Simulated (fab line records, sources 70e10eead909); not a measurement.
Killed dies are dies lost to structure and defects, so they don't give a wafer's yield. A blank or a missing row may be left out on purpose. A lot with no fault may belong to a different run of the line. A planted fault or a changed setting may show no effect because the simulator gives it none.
fab line records -- flow nand_harc
record lots=6, wafers=17, last_day=33
route steps=1302 shown A_SLIT@927 A_SIN_REMOVE@947 END@1302
lots that met no fault: taken from a fault-free run of the same line
start_h: hours from the record's first day to the start of the lot's first wafer shown -- wait_h: time in hours since the lot's previous step -- " identical to the entry in the row above -- L1.1+2: one row covering several wafers at once -- - either no value or no given start -- * or withheld: withheld -- < > ~ a bound
route shown NAME@n: a module of which the file shows steps, and the number in the route of the first -- usual: the fault-free wafers' mean and standard deviation -- same: alike in all rows -- chamber/n: place in a boat -- sites: each site's reading -- _std_site: standard deviation across them -- _edge_site: mean of outer sites minus mean of inner sites -- radius_mm: how far each site lies from the wafer's centre -- mask NAME#n: copy n -- behind: tool/chamber where the wafer was last shaped -- hold: reason for holding the lot/hours on hold/outcome of the hold -- device: whichever transistor did not switch (one of n, p or np) -- end of line: the tests these same wafers got at the end of their route -- a step with no rows: only its recipe -- killed: dies that structure and defects cost at the first sort, which is not the same as the wafer's yield -- map: per-die view of a wafer (x killed, . not killed, _ where there is no die)
set.NAME: the run value of the setting; set.NAME@STEP: its run value at that earlier step -- model.NAME: the simulator's own value behind a step, which no gauge read
lots at selected steps of the route; one table per step, one row per wafer
services: from which hour (start_h, from the record's first day; less than 0 if before it) a tool's chamber was out of use, for how many hours, and why
## steps
# step NHARC_A_SLIT_COAT_03
# recipe spin_rpm=1500, resist_thk_nm=90
# step NHARC_A_SLIT_SOFTBAKE_04
# recipe temp_c=105, time_s=55
# step NHARC_A_SLIT_EBR_05
# step NHARC_A_SLIT_EXPOSE_06
# recipe na=1.35, dose_mj=60.82, mask_id=SLIT
# step NHARC_A_SLIT_PEB_07
# recipe peb_temp_c=100, peb_time_s=65
# step NHARC_A_SLIT_DEVELOP_08
# recipe develop_time_s=35, dev_temp_c=23
# step NHARC_A_SLIT_CD_MEAS_09
# recipe target_cd_nm=300, landing_energy_ev=500
# usual cd_nm=299.3/0.65
lot.wafer,tool,chamber,start_h,wait_h,cd_nm
L104.3,cd_sem-01,0,455.72,-,297.3
L104.4,cd_sem-01,0,455.72,-,299.4
L104.5,cd_sem-01,0,455.72,-,299.4
L109.1,cd_sem-01,0,496.66,-,298.0
L109.5,cd_sem-01,0,496.66,-,299.5
L109.6,cd_sem-01,0,496.66,-,298.6
L115.1,cd_sem-02,0,560.73,-,300.5
L115.4,cd_sem-02,0,560.73,-,299.3
L115.6,cd_sem-02,0,560.73,-,300.2
L118.2,cd_sem-01,0,588.10,-,298.8
L118.5,cd_sem-01,0,588.10,-,299.7
L123.1,cd_sem-03,0,643.72,-,300.0
L123.3,cd_sem-03,0,643.72,-,299.9
L123.4,cd_sem-03,0,643.72,-,299.9
L127.1,cd_sem-01,0,668.58,-,300.0
L127.5,cd_sem-01,0,668.58,-,298.6
L127.6,cd_sem-01,0,668.58,-,300.4
# step NHARC_A_SLIT_OVL_MEAS_10
# usual overlay_x_nm=-0.3/0.93, overlay_y_nm=0.1/0.75
lot.wafer,tool,chamber,start_h,wait_h,overlay_x_nm,overlay_y_nm
L104.3,overlay-02,-,455.80,-,0.4,0.0
L104.4,overlay-02,-,455.80,-,0.1,0.1
L104.5,overlay-02,-,455.80,-,0.5,0.4
L109.1,overlay-01,-,496.75,-,-2.1,-0.5
L109.5,overlay-01,-,496.75,-,-1.7,-1.2
L109.6,overlay-01,-,496.75,-,-2.1,-0.2
L115.1,overlay-02,-,560.82,-,1.8,-0.2
L115.4,overlay-02,-,560.82,-,1.7,0.1
L115.6,overlay-02,-,560.82,-,2.0,0.0
L118.2,overlay-01,-,588.18,-,-0.9,0.2
L118.5,overlay-01,-,588.18,-,-1.2,-0.7
L123.1,overlay-01,-,643.81,-,0.5,0.5
L123.3,overlay-01,-,643.81,-,0.3,0.4
L123.4,overlay-01,-,643.81,-,0.8,0.5
L127.1,overlay-01,-,668.67,-,-1.5,-0.3
L127.5,overlay-01,-,668.67,-,-2.0,0.0
L127.6,overlay-01,-,668.67,-,-1.8,-0.3
# step NHARC_A_SLIT_INSPECT_11
# usual raw_defect_count=59/37
lot.wafer,tool,chamber,start_h,wait_h,raw_defect_count
L104.3,defect_inspect-02,-,455.84,0.0,124
L104.4,defect_inspect-02,-,455.84,0.0,109
L104.5,defect_inspect-02,-,455.84,0.0,121
L109.1,defect_inspect-02,-,496.78,0.0,109
L109.5,defect_inspect-02,-,496.78,0.0,105
L109.6,defect_inspect-02,-,496.78,0.0,117
L115.1,defect_inspect-01,-,560.85,0.0,36
L115.4,defect_inspect-01,-,560.85,0.0,32
L115.6,defect_inspect-01,-,560.85,0.0,32
L118.2,defect_inspect-02,-,588.22,0.0,14
L118.5,defect_inspect-02,-,588.22,0.0,18
L123.1,defect_inspect-02,-,643.84,0.0,93
L123.3,defect_inspect-02,-,643.84,0.0,86
L123.4,defect_inspect-02,-,643.84,0.0,107
L127.1,defect_inspect-02,-,668.71,0.0,32
L127.5,defect_inspect-02,-,668.71,0.0,30
L127.6,defect_inspect-02,-,668.71,0.0,26
# step NHARC_A_SLIT_DESCUM_14
# recipe time_s=3, o2_flow_sccm=200, ar_flow_sccm=0, bias_power_w=0, chemistry=O2
# usual drypump_motor_current_A=5.7/0.51, oes_product_au=1.001/0.014, rf_vpp_V=57.9/0.96, showerhead_plenum_p_Torr=1.94/0.098, throttle_valve_pct=11.312/0.0089
lot.wafer,tool,chamber,start_h,wait_h,drypump_motor_current_A,oes_product_au,rf_hours_counter_h,rf_vpp_V,showerhead_plenum_p_Torr,throttle_valve_pct
L104.3,rie_diel-09,2,455.90,0.1,6.7,0.988,7,58.1,1.86,11.318
L104.4,rie_diel-09,0,455.90,0.1,5.9,1.028,8,57.9,2.01,11.315
L104.5,rie_diel-09,3,455.90,0.1,5.3,0.991,-,57.6,2.01,11.308
L109.1,rie_diel-09,3,496.85,0.1,5.3,0.971,12,58.2,2.01,11.314
L109.5,rie_diel-09,3,496.85,0.1,5.3,0.973,-,58.6,2.01,11.317
L109.6,rie_diel-09,2,496.85,0.1,6.6,0.977,-,57.9,1.86,11.311
L115.1,rie_diel-10,2,560.91,0.1,4.9,0.994,9,56.9,1.81,11.320
L115.4,rie_diel-10,0,560.91,0.1,5.6,1.009,8,58.1,2.02,11.315
L115.6,rie_diel-10,3,560.91,0.1,5.8,1.028,-,58.9,1.90,11.311
L118.2,rie_diel-08,1,588.31,0.1,5.9,1.005,2,58.3,1.81,11.311
L118.5,rie_diel-08,3,588.31,0.1,6.3,0.986,-,58.5,2.00,11.312
L123.1,rie_diel-10,2,643.91,0.1,4.8,1.003,2,57.5,1.81,11.313
L123.3,rie_diel-10,3,643.91,0.1,5.8,1.001,2,58.3,1.90,11.303
L123.4,rie_diel-10,1,643.91,0.1,5.7,1.011,2,55.7,1.77,11.325
L127.1,rie_diel-10,0,668.77,0.1,5.6,0.982,4,58.9,2.01,11.309
L127.6,rie_diel-10,0,668.77,0.1,5.6,0.989,-,57.9,2.01,11.308
L127.5,rie_diel-10,1,668.77,0.1,5.7,1.012,-,57.6,1.77,11.321
# step NHARC_A_SLIT_ETCH_24
# recipe target_depth_a=1210, time_s=60.5, cf4_flow_sccm=100, chf3_flow_sccm=30, ar_flow_sccm=0, rf_w=500, bias_w=200, chemistry=CF4/CHF3
# usual drypump_motor_current_A=5.7/0.52, oes_product_au=0.963/0.019, rf_vpp_V=371.1/2.8, showerhead_plenum_p_Torr=1.59/0.079, throttle_valve_pct=16.802/0.0096
lot.wafer,tool,chamber,start_h,wait_h,drypump_motor_current_A,oes_product_au,rf_hours_counter_h,rf_vpp_V,showerhead_plenum_p_Torr,throttle_valve_pct
L104.4,rie_diel-09,1,455.98,0.1,5.2,0.971,6,374.1,1.68,16.804
L104.3,rie_diel-09,3,455.98,0.1,5.3,0.945,9,373.2,1.65,16.786
L104.5,rie_diel-09,2,455.98,0.1,6.6,0.938,-,370.0,1.53,16.812
L109.1,rie_diel-09,0,496.95,0.1,5.8,0.991,11,372.9,1.65,16.806
L109.6,rie_diel-09,2,496.95,0.1,6.7,0.952,-,369.4,1.53,16.824
L109.5,rie_diel-09,3,496.95,0.1,5.3,0.943,-,372.6,1.65,16.793
L115.1,rie_diel-10,1,561.00,0.1,5.7,0.956,7,366.5,1.46,16.800
L115.4,rie_diel-10,3,561.00,0.1,5.8,0.987,9,370.9,1.56,16.812
L115.6,rie_diel-10,2,561.00,0.1,4.9,0.963,-,367.2,1.49,16.791
L118.2,rie_diel-08,3,588.37,0.1,6.3,0.943,3,372.2,1.64,16.801
L118.5,rie_diel-08,3,588.37,0.1,6.3,0.945,-,372.9,1.64,16.805
L123.3,rie_diel-10,0,643.99,0.1,5.6,0.964,2,373.4,1.65,16.797
L123.4,rie_diel-10,2,643.99,0.1,4.8,0.952,2,366.7,1.49,16.824
L123.1,rie_diel-10,3,643.99,0.1,5.8,0.961,2,370.6,1.56,16.799
L127.1,rie_diel-10,2,668.85,0.1,4.9,0.965,3,369.0,1.49,16.805
L127.5,rie_diel-10,2,668.85,0.1,4.9,0.964,-,367.4,1.49,16.811
L127.6,rie_diel-10,3,668.85,0.1,5.8,0.984,-,370.2,1.56,16.802
# step NHARC_A_SLIT_ETCH_15
# recipe target_depth_a=62000, over_etch_frac=0.3, time_s=1612, ion_energy_ev=150, o2_flow_sccm=400, cos_flow_sccm=20, ar_flow_sccm=0, rf_w=500, bias_w=300, chemistry=O2/COS
# usual drypump_motor_current_A=5.7/0.52, oes_product_au=1.002/0.014, rf_vpp_V=314.6/2.3, showerhead_plenum_p_Torr=3.15/0.15, throttle_valve_pct=28.329/0.0092
# same over_etch_frac=0.3
lot.wafer,tool,chamber,start_h,wait_h,drypump_motor_current_A,oes_product_au,rf_hours_counter_h,rf_vpp_V,showerhead_plenum_p_Torr,throttle_valve_pct
L104.3,rie_diel-09,0,-,-,5.9,1.034,8,314.9,3.28,28.339
L104.4,rie_diel-09,1,-,-,5.2,1.007,6,316.7,3.34,28.342
L104.5,rie_diel-09,1,-,-,5.2,1.011,-,317.7,3.34,28.324
L109.1,rie_diel-09,2,-,-,6.7,0.984,11,311.5,3.04,28.329
L109.6,rie_diel-09,3,-,-,5.3,0.988,-,315.9,3.27,28.338
L109.5,rie_diel-09,0,-,-,5.9,1.043,-,318.5,3.27,28.335
L115.1,rie_diel-10,0,-,-,5.6,1.017,8,317.8,3.28,28.346
L115.4,rie_diel-10,1,-,-,5.7,1.007,8,311.7,2.91,28.335
L115.6,rie_diel-10,0,-,-,5.6,1.002,-,315.5,3.28,28.321
L118.2,rie_diel-08,2,-,-,6.6,1.004,3,316.1,3.22,28.311
L118.5,rie_diel-08,2,-,-,6.5,0.990,-,315.5,3.22,28.331
L123.1,rie_diel-10,3,-,-,5.8,0.993,2,314.0,3.10,28.321
L123.3,rie_diel-10,0,-,-,5.6,0.986,2,314.9,3.28,28.325
L123.4,rie_diel-10,2,-,-,4.8,0.999,2,312.9,2.96,28.326
L127.1,rie_diel-10,0,-,-,5.6,0.978,4,316.3,3.28,28.325
L127.5,rie_diel-10,1,-,-,5.7,0.997,-,311.9,2.90,28.304
L127.6,rie_diel-10,2,-,-,4.9,0.977,-,312.1,2.96,28.333
# step NHARC_A_SLIT_ETCH_17
# recipe bias_v=900, source_w=withheld, pressure_mtorr=20, ar_flow_sccm=375, c4f8_flow_sccm=83.3, o2_flow_sccm=41.7, time_s=4254.5, target_depth_a=2.03e+05, chemistry=C4F8/O2/Ar
# usual drypump_motor_current_A=5.7/0.53, showerhead_plenum_p_Torr=3.66/0.11, throttle_valve_pct=32.045/0.0088
lot.wafer,tool,chamber,start_h,wait_h,drypump_motor_current_A,rf_hours_counter_h,showerhead_plenum_p_Torr,throttle_valve_pct
L104.4,har_etch-01,1,459.54,-,5.0,-,3.63,32.044
L104.3,har_etch-01,0,459.54,-,5.8,-,3.65,32.058
L104.5,har_etch-01,1,459.54,-,5.1,-,3.63,32.047
L109.1,har_etch-01,0,498.35,-,5.7,279,3.64,32.039
L109.5,har_etch-01,0,500.71,-,5.8,-,3.63,32.047
L109.6,har_etch-01,1,500.71,-,5.1,-,3.61,32.044
L115.1,har_etch-01,1,562.16,-,5.0,313,3.59,32.056
L115.4,har_etch-01,0,563.97,-,5.8,-,3.62,32.050
L115.6,har_etch-01,0,565.17,-,5.7,-,3.62,32.056
L118.2,har_etch-01,1,590.15,-,5.0,333,3.58,32.051
L118.5,har_etch-01,1,592.54,-,5.0,-,3.58,32.047
L123.1,har_etch-01,1,648.24,-,5.0,363,3.57,32.049
L123.4,har_etch-01,0,648.24,-,5.7,-,3.59,32.048
L123.3,har_etch-01,1,648.24,-,5.0,-,3.57,32.049
L127.1,har_etch-02,0,670.01,-,5.8,150,3.85,32.042
L127.6,har_etch-02,0,672.45,-,5.8,-,3.85,32.054
L127.5,har_etch-02,1,672.45,-,6.6,-,3.60,32.042
# step NHARC_A_SLIT_ETCH_26
# recipe bias_v=400, source_w=2000, pressure_mtorr=25, time_s=90, ar_flow_sccm=375, c4f8_flow_sccm=41.7, o2_flow_sccm=83.3, target_depth_a=4000, chemistry=C4F8/O2/Ar
# usual bias_v=401/4.1, drypump_motor_current_A=5.7/0.52, showerhead_plenum_p_Torr=3.69/0.11, throttle_valve_pct=27.619/0.0077
lot.wafer,tool,chamber,start_h,wait_h,bias_v,drypump_motor_current_A,rf_hours_counter_h,showerhead_plenum_p_Torr,throttle_valve_pct
L104.4,har_etch-01,1,462.01,1.9,394,5.0,-,3.66,27.617
L104.3,har_etch-01,0,462.01,1.9,402,5.7,-,3.68,27.623
L104.5,har_etch-01,1,462.01,1.9,397,5.1,-,3.66,27.627
L109.1,har_etch-01,0,501.89,2.9,397,5.7,282,3.66,27.625
L109.5,har_etch-01,0,501.89,2.9,404,5.7,-,3.66,27.612
L109.6,har_etch-01,1,501.89,2.9,405,5.1,-,3.64,27.604
L115.1,har_etch-01,1,565.78,3.0,399,5.0,316,3.62,27.626
L115.4,har_etch-01,0,565.78,3.0,401,5.8,-,3.65,27.613
L115.6,har_etch-01,0,565.78,3.0,402,5.7,-,3.65,27.601
L118.2,har_etch-01,1,593.17,2.4,396,5.0,336,3.61,27.624
L118.5,har_etch-01,1,593.17,2.4,396,5.0,-,3.61,27.611
L123.1,har_etch-01,1,651.31,2.5,393,5.0,366,3.59,27.611
L123.4,har_etch-01,0,651.31,2.5,396,5.8,-,3.62,27.618
L123.3,har_etch-01,1,651.31,2.5,397,5.0,-,3.59,27.618
L127.1,har_etch-02,0,673.66,3.0,404,5.8,153,3.89,27.622
L127.6,har_etch-02,0,673.66,3.0,397,5.9,-,3.89,27.622
L127.5,har_etch-02,1,673.66,3.0,399,6.5,-,3.62,27.635
# step NHARC_A_SLIT_STRIP_28
# recipe o2_flow_sccm=400, cos_flow_sccm=20, ar_flow_sccm=0, bias_w=0, chemistry=O2/COS
# step NHARC_A_SLIT_ETCH_29
# recipe target_depth_a=1000, overetch_a=100, time_s=55, ion_energy_ev=100, cf4_flow_sccm=80, o2_flow_sccm=20, ar_flow_sccm=0, rf_w=300, bias_w=100, chemistry=CF4/O2
# step NHARC_A_SLIT_STRIP_18
# recipe o2_flow_sccm=500, ar_flow_sccm=0, bias_w=0, chemistry=O2
# usual drypump_motor_current_A=5.7/0.51, oes_product_au=1.003/0.014, rf_vpp_V=57.8/0.94, showerhead_plenum_p_Torr=3.57/0.17, throttle_valve_pct=17.038/0.0088
lot.wafer,tool,chamber,start_h,wait_h,drypump_motor_current_A,oes_product_au,rf_hours_counter_h,rf_vpp_V,showerhead_plenum_p_Torr,throttle_valve_pct
L104.3,rie_diel-08,1,-,-,5.9,0.981,5.5,56.7,3.35,17.041
L104.4,rie_diel-08,2,-,-,6.5,0.998,6.3,58.5,3.64,17.034
L104.5,rie_diel-08,1,-,-,5.9,0.995,-,56.6,3.35,17.049
L109.1,rie_diel-10,0,-,-,5.6,0.994,4.8,58.4,3.71,17.037
L109.5,rie_diel-10,2,-,-,4.8,1.007,-,56.3,3.36,17.017
L109.6,rie_diel-10,3,-,-,5.8,1.021,-,58.1,3.51,17.039
L115.1,rie_diel-09,1,-,-,5.2,1.001,3.7,57.5,3.77,17.023
L115.4,rie_diel-09,2,-,-,6.7,0.981,4.1,57.5,3.43,17.048
L115.6,rie_diel-09,1,-,-,5.2,1.006,-,58.4,3.77,17.048
L118.2,rie_diel-09,0,-,-,5.9,1.022,5.4,58.4,3.70,17.041
L118.5,rie_diel-09,2,-,-,6.6,0.994,-,57.9,3.43,17.037
L123.4,rie_diel-08,2,-,-,6.6,1.001,7.7,59.0,3.63,17.040
L123.1,rie_diel-08,3,-,-,6.3,1.002,7.4,58.1,3.68,17.043
L123.3,rie_diel-08,0,-,-,5.6,1.010,7.4,56.4,3.77,17.045
L127.1,rie_diel-08,0,-,-,5.6,1.003,8.0,58.5,3.77,17.055
L127.5,rie_diel-08,0,-,-,5.6,0.998,-,56.9,3.77,17.021
L127.6,rie_diel-08,2,-,-,6.5,0.995,-,58.1,3.63,17.041
# step NHARC_A_SLIT_PRECLEAN_19
# recipe time_s=*, temp_c=50, bath_age_min=0, chemistry=SC1
# step NHARC_A_SLIT_SRD_20
# step NHARC_A_SLIT_CD_MEAS_21
# usual cd_nm=289.5/1.1
lot.wafer,tool,chamber,start_h,wait_h,cd_nm
L104.3,cd_sem-03,-,463.36,-,290.6
L104.4,cd_sem-03,-,463.36,-,290.0
L104.5,cd_sem-03,-,463.36,-,290.7
L109.1,cd_sem-03,-,503.30,-,291.0
L109.5,cd_sem-03,-,503.30,-,290.2
L109.6,cd_sem-03,-,503.30,-,289.2
L115.1,cd_sem-03,-,567.19,-,286.5
L115.4,cd_sem-03,-,567.19,-,286.4
L115.6,cd_sem-03,-,567.19,-,288.2
L118.2,cd_sem-03,-,594.56,-,290.4
L118.5,cd_sem-03,-,594.56,-,289.4
L123.1,cd_sem-01,-,652.69,-,289.5
L123.3,cd_sem-01,-,652.69,-,289.9
L123.4,cd_sem-01,-,652.69,-,290.7
L127.1,cd_sem-02,-,675.17,-,290.3
L127.5,cd_sem-02,-,675.17,-,290.9
L127.6,cd_sem-02,-,675.17,-,290.5
# step NHARC_A_SIN_REMOVE_WET_00
# recipe temp_c=160, time_s=15300, chemistry=H3PO4
# step NHARC_A_SIN_REMOVE_PRECLEAN_01
# recipe time_s=*, temp_c=50, bath_age_min=0, chemistry=SC1
# step NHARC_A_SIN_REMOVE_SRD_02
# step NHARC_A_SIN_REMOVE_INSPECT_04
# usual raw_defect_count=411/85
lot.wafer,tool,chamber,start_h,wait_h,hold,raw_defect_count
L104.3,defect_inspect-01,-,469.97,0.1,-,419
L104.4,defect_inspect-01,-,469.97,0.1,-,445
L104.5,defect_inspect-01,-,469.97,0.1,-,477
L109.1,defect_inspect-01,-,509.96,0.0,-,356
L109.5,defect_inspect-01,-,509.96,0.0,-,343
L109.6,defect_inspect-01,-,509.96,0.0,-,411
L115.1,defect_inspect-02,-,573.85,0.0,await_dispo/0.2h/release,900
L115.4,defect_inspect-02,-,573.85,0.0,await_dispo/0.2h/release,289
L115.6,defect_inspect-02,-,573.85,0.0,await_dispo/0.2h/release,257
L115.1,defect_inspect-02,-,574.02,0.2,-,888
L115.4,defect_inspect-02,-,574.02,0.2,-,281
L115.6,defect_inspect-02,-,574.02,0.2,-,261
L118.2,defect_inspect-01,-,601.13,0.0,await_dispo/0.2h/release,861
L118.5,defect_inspect-01,-,601.13,0.0,await_dispo/0.2h/release,796
L118.2,defect_inspect-01,-,601.30,0.2,-,861
L118.5,defect_inspect-01,-,601.30,0.2,-,794
L123.1,defect_inspect-01,-,659.25,0.0,-,452
L123.3,defect_inspect-01,-,659.25,0.0,-,461
L123.4,defect_inspect-01,-,659.25,0.0,-,421
L127.1,defect_inspect-02,-,681.85,0.0,-,366
L127.5,defect_inspect-02,-,681.85,0.0,-,323
L127.6,defect_inspect-02,-,681.85,0.0,-,337
# step NHARC_END_SORT_01
# recipe temp_c=25
# usual killed_at_array=63/27, killed_at_other=0.7/1.2, killed_at_periphery=3.1/2, killed_dies=67/28, killed_open=3.0/1.9, killed_short=2.2/1.5
# same gross_dies=677
lot.wafer,tool,chamber,start_h,wait_h,killed_at_array,killed_at_other,killed_at_periphery,killed_dies,killed_open,killed_short
L115.1,prober-01,0,684.19,2.5,101,0,2,103,2,0
L115.4,prober-01,0,686.58,3.4,63,0,2,65,2,1
L115.6,prober-01,0,688.18,4.0,56,2,0,58,3,1
L118.2,prober-02,0,718.56,2.8,96,1,8,105,3,1
L118.5,prober-02,0,720.96,3.7,110,0,4,114,4,2
# killed by level:class
L115.1 A_SLIT:unspecified=71 A_SLIT:chamber_film_flake=10 A_CHANNEL_HOLE_D2:chamber_film_flake=8 A_CHANNEL_HOLE_D1:chamber_film_flake=5 A_STAIRCASE:chamber_film_flake=3 P_ZERO_WELL:chamber_film_flake=2 A_WL_FILL:chamber_film_flake=2 A_ONON_D1:geometric_particle:open=1
L115.4 A_SLIT:chamber_film_flake=26 A_CHANNEL_HOLE_D2:chamber_film_flake=17 A_CHANNEL_HOLE_D1:chamber_film_flake=8 A_STAIRCASE:chamber_film_flake=3 A_CHANNEL_FILL_D2:chamber_film_flake=2 A_WL_FILL:chamber_film_flake=2 P_GATE:geometric_particle:open=1 A_WL_FILL:geometric_particle:short=1
L115.6 A_SLIT:chamber_film_flake=33 A_CHANNEL_HOLE_D2:chamber_film_flake=13 A_CHANNEL_HOLE_D1:chamber_film_flake=3 THIN_TSV:chamber_film_flake=2 A_CHANNEL_FILL_D2:geometric_particle:short=1 A_CONTACT:geometric_particle:open=1 A_BLC:geometric_particle:open=1 A_M0:geometric_particle:open=1
L118.2 A_SLIT:unspecified=77 A_CONTACT:chamber_film_flake=6 A_SLIT:chamber_film_flake=5 P_M1:chamber_film_flake=4 A_CHANNEL_FILL_D2:geometric_particle:open=2 P_ZERO_WELL:chamber_film_flake=2 A_CHANNEL_HOLE_D1:chamber_film_flake=2 A_ONON_D1:geometric_particle:short=1
L118.5 A_SLIT:unspecified=84 A_DECK1_JOINT:chamber_film_flake=4 A_BLC:chamber_film_flake=4 A_CHANNEL_HOLE_D1:chamber_film_flake=3 A_SLIT:chamber_film_flake=3 A_CONTACT:chamber_film_flake=3 P_GATE:chamber_film_flake=2 P_M1:chamber_film_flake=2
## services
tool,chamber,start_h,hours,kind
rie_diel-10,0,453.00,-,clean
rie_diel-10,1,453.00,-,clean
rie_diel-10,2,453.00,-,clean
rie_diel-10,3,453.00,-,clean
rie_diel-08,2,468.12,4.7,repair
rie_diel-09,3,472.37,2.2,repair
har_etch-02,-,476.05,9.4,repair
rie_diel-10,0,477.50,-,clean
rie_diel-10,1,477.50,-,clean
rie_diel-10,2,477.50,-,clean
rie_diel-10,3,477.50,-,clean
rie_diel-08,2,480.98,3.8,repair
rie_diel-09,1,495.52,11.2,repair
rie_diel-08,-,495.81,19.8,repair
rie_diel-09,-,497.95,9.0,pm
rie_diel-10,0,502.00,-,clean
rie_diel-10,1,502.00,-,clean
har_etch-02,-,527.17,2.2,repair
har_etch-02,-,531.11,12.9,repair
rie_diel-10,1,540.63,16.2,repair
rie_diel-08,-,545.00,9.0,pm
rie_diel-08,1,566.78,5.1,repair
rie_diel-10,-,596.50,9.0,pm
rie_diel-08,1,669.36,9.8,repair
## key
first_sign step=NHARC_A_SIN_REMOVE_INSPECT_04, reading=visit, direction=added
effect step=NHARC_A_SIN_REMOVE_INSPECT_04, reading=raw_defect_count, direction=up, sigmas=5.2, usual=411, struck=852
more_kills_born_at NHARC_A_SLIT_ETCH_17@har_etch-01=150
met_at NHARC_A_SLIT_ETCH_17
struck_wafers L115.1,L118.2,L118.5
tester_left_out L115,L118
onset_between 498.35 562.16
fault kind=chamber_particle_source, tool=har_etch-01, chamber=1, onset_h=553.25, steps=NHARC_A_SLIT_ETCH_17, rate_per_visit_cm2=0.8042, end_h=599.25
# tester_left_out: of these lots the tester's yield and bins aren't shown, on N5 and GAA mostly nor the transistor test; their killed dies are dies lost to structure and defects alone, not to doping, threshold or leakage, so they don't give the yield
